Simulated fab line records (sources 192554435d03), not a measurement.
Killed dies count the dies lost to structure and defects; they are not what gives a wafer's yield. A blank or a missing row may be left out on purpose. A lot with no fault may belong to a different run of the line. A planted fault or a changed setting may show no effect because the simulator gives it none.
Matching of chambers    flow n5 finfet    3 sister chambers for N5_BEOL_M9_PECVD_70 on pecvd-04
The step deposits SiO2 from TEOS/O2, target thk 20 nm, time 22.7 s. 22 wafers are shown with their chamber, then 11 later ones without.

== EACH WAFER AND ITS CHAMBER ==
wafer   chamber  showerhead plenum p Torr (Torr)  throttle valve pct (%)  heater power w (W)
L075.1  0        8.79                             20.9                    610
L075.3  1        8.70                             21.9                    676
L075.6  1        8.67                             21.5                    660
L076.3  1        8.68                             21.5                    637
L076.4  0        8.79                             21.0                    588
L076.6  1        8.69                             21.7                    626
L078.3  1        8.68                             21.6                    691
L078.4  0        8.83                             20.9                    654
L078.5  0        8.77                             21.1                    492
L081.2  2        8.84                             20.5                    667
L081.3  1        8.68                             21.8                    616
L081.6  0        8.79                             21.3                    559
L082.1  2        8.86                             20.6                    643
L082.4  0        8.81                             21.1                    547
L082.5  1        8.68                             21.6                    565
L083.1  0        8.82                             21.2                    635
L083.3  1        8.68                             21.5                    646
L083.4  1        8.70                             22.0                    642
L085.1  0        8.81                             21.1                    561
L085.4  2        8.84                             20.7                    690
L085.5  1        8.70                             21.9                    640
L088.2  0        8.81                             21.2                    544

SIGNATURES, as means of the wafers listed above
reading                   chamber 0  chamber 1  chamber 2  scatter within a chamber
showerhead plenum p Torr  8.8022     8.6860     8.8467     0.0146
throttle valve pct        21.089     21.700     20.600     0.16
heater power w            576.67     639.90     666.67     41.1
Rule: for a wafer and a chamber, the distance is found by dividing, reading by reading, the gap between the wafer's reading and the chamber's mean by the reading's scatter, squaring, summing and taking the root. If the next closest chamber is less than 2 further off than the closest, the wafer can't be placed; otherwise it belongs to the closest. The scatter: take each reading less its chamber's mean, square it, sum over the shown wafers, divide by the number of wafers less the number of chambers, and take the root.

== WAFERS MISSING THEIR CHAMBER ==
wafer   showerhead plenum p Torr (Torr)  throttle valve pct (%)  heater power w (W)
L088.3  8.67                             21.5                    637
L088.4  8.80                             21.1                    552
L089.2  8.84                             21.0                    672
L089.3  8.81                             21.1                    580
L089.4  8.82                             20.8                    674
L087.1  8.69                             22.1                    646
L087.3  8.85                             20.9                    690
L087.5  8.82                             20.9                    694
L092.4  8.83                             20.9                    708
L092.5  8.80                             21.2                    636
L092.6  8.68                             21.7                    622

== THE CHAMBER EACH PASSED THROUGH ==
wafer   from the rows above      in truth
L088.3  1                        1
L088.4  0                        0
L089.2  can't be placed: 2 or 0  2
L089.3  0                        0
L089.4  can't be placed: 2 or 0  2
L087.1  1                        1
L087.3  2                        2
L087.5  can't be placed: 2 or 0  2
L092.4  can't be placed: 2 or 0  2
L092.5  0                        0
L092.6  1                        1
Placed correctly: 7 of 11. Can't be placed from these rows: 4 (the true chamber is among the candidates in 4). Placed wrongly: 0.
